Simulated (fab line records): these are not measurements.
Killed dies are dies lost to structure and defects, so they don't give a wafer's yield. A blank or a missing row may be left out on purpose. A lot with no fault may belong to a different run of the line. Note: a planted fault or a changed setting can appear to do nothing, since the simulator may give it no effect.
A lot that was struck, set against a sound lot || flow n5_finfet || 13 steps out of a route of 1938
Sound: these wafers, L989.1, L989.2, L989.4. Struck: wafer L991.2. (L991.3, L991.4 of the same lot were not struck and are left out.) The cause comes at the end.
For every step that has rows: the tool of each side, followed by ch and its chambers, followed by its first start. Under that, the readings that differ: sound wafers || struck wafers || difference of the means || sigmas: that difference in standard deviations of wafers without a fault.
alike: readings with means less than 2 such deviations apart, plus words and numbers identical on both sides. not compared: withheld readings, readings lacking a value on some wafer, bounds such as >300 that could conceal the same value, and numbers that have no deviation in the record and whose values overlap.
A row with sigmas, a row that says differs or no value, or rows on one side alone: a step with any of these is where the two part. Numbers that have no deviation but don't overlap get no sigmas and don't part them. A reading missing from all wafers of one side parts the sides only when that side holds two or more wafers.

first, 2 steps without rows for these wafers: N5_BEOL_M9_PRECLEAN_42 (cleans in residue remover, time 60 s); N5_BEOL_M9_SRD_43 (time 30 s).
N5_BEOL_M9_CD_MEAS_35: target cd 70 nm, target cd y 40 nm.
  sound: cd_sem-02 at day 11 10:14; struck: cd_sem-02 at day 11 18:56
  alike: cd_nm
N5_BEOL_M9_CURE_72: cures SiCOH lowk, time 120 s.
  sound on uv_cure-01 ch 2, day 11 10:17; struck on uv_cure-01 ch 1, day 11 19:02
  alike: lamp_power_pct, wafer_temp_C_max
then, 1 step without rows for these wafers: N5_BEOL_M9_DEGAS_44 (time 60 s).
N5_BEOL_M9_PRE_CLEAN_45: time 30 s.
  sound: pvd_sputter-01 at day 11 11:05; struck: pvd_sputter-01 at day 11 19:50
  alike: heater_power_w
N5_BEOL_M9_ALD_74: deposits TaN, target thk 2 nm, pulse time 2 s, purge time 3 s.
  sound on ald_metal-03 ch 0,1,3, day 11 11:09; struck on ald_metal-03 ch 0, day 11 19:59
  alike: heater_power_w
N5_BEOL_M9_SURFACE_TREAT_79:
  sound: pvd_sputter-02 at day 11 11:40; struck: pvd_sputter-01 at day 11 20:22
  not compared: throttle_valve_pct
then, 1 step without rows for these wafers: N5_BEOL_M9_CVD_78 (deposits Co from CCTBA/H2, target thk 2 nm, time 138.9 s).
N5_BEOL_M9_SPUTTER_48: material Cu, target thk 12 nm, time 2 s.
  sound: pvd_sputter-02 at day 11 11:53; struck: pvd_sputter-01 at day 11 20:39
  alike: throttle_valve_pct
then, 2 steps without rows for these wafers: N5_BEOL_M9_ECD_50 (material Cu, target thk 318 nm); N5_BEOL_M9_ANNEAL_51 (time 90 s).
N5_BEOL_M9_CMP_52: polishes, stops on SiCOH lowk, t overpolish 7 s, target thk 140 nm.
  sound on cmp-01 ch 0,1,2, day 11 12:31; struck on cmp-01 ch 2, day 11 21:11
{"reading": "barrier_field_endpoint_s (s)", "sound": "30.0 30.0 29.6", "struck": 15.7, "difference": -14.2, "sigmas": -20}
{"reading": "time_to_endpoint_s (s)", "sound": "65.3 71.1 67.5", "struck": 34.0, "difference": -34.0, "sigmas": -12}
  alike: edge_zone_pressure_frac, motor_current_A, overpolish_run_s

## WHERE THEY PART
Only at N5_BEOL_M9_CMP_52, as far as this record shows.

WHY: what the simulator had put in
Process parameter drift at N5_BEOL_M9_CMP_52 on cmp-01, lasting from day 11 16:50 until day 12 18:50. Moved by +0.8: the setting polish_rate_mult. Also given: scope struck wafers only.
